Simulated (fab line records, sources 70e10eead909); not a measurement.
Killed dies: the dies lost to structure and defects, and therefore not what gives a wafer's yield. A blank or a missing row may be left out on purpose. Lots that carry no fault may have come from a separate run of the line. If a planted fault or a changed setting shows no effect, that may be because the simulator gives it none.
Chamber matching -- flow nandHarc -- NHARC_A_STAIRCASE_DEP_301 on pecvd-01: 3 sister chambers
The step deposits SiON, target thk 30 nm. 6 wafers are shown with their chamber, then 8 later ones without.

== WAFERS WITH THEIR CHAMBER ==
wafer,chamber,susceptorTempC (C),heaterPowerW (W)
L075.5,2,400.02,744
L089.4,1,399.79,813
L094.1,1,399.83,768
L094.2,2,399.81,837
L094.3,0,400.09,808
L095.2,0,400.14,695

== WAFERS WITH NO CHAMBER GIVEN ==
wafer,susceptorTempC (C),heaterPowerW (W)
L095.5,400.09,703
L095.6,399.98,792
L096.1,399.93,672
L096.3,400.03,775
L096.5,399.70,746
L097.1,400.12,703
L097.5,399.92,806
L097.6,399.70,787

== EACH ONE'S CHAMBER ==
wafer,from the rows above,in truth
L095.5,can't be placed: 0 or 2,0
L095.6,can't be placed: 2 or 0 or 1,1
L096.1,can't be placed: 2 or 1 or 0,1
L096.3,can't be placed: 0 or 2 or 1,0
L096.5,can't be placed: 1 or 2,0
L097.1,can't be placed: 0 or 2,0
L097.5,can't be placed: 2 or 1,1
L097.6,can't be placed: 1 or 2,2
Placed correctly: 0 of 8. These rows do not allow placing 8 (true chamber among the candidates in 7). 0 placed wrongly.
How it was worked out, from the rows above alone: a wafer's distance from a chamber is the root of the sum, over the readings, of the square of ((its reading less the chamber's mean) divided by the reading's scatter). If the next closest chamber is less than 2 further off than the closest, the wafer can't be placed; otherwise it belongs to the closest. For every chamber, the mean is computed from those of its wafers that are shown. The scatter is the square root of a quotient: the sum, over the shown wafers, of each reading's squared deviation from its chamber's mean, divided by wafers minus chambers.
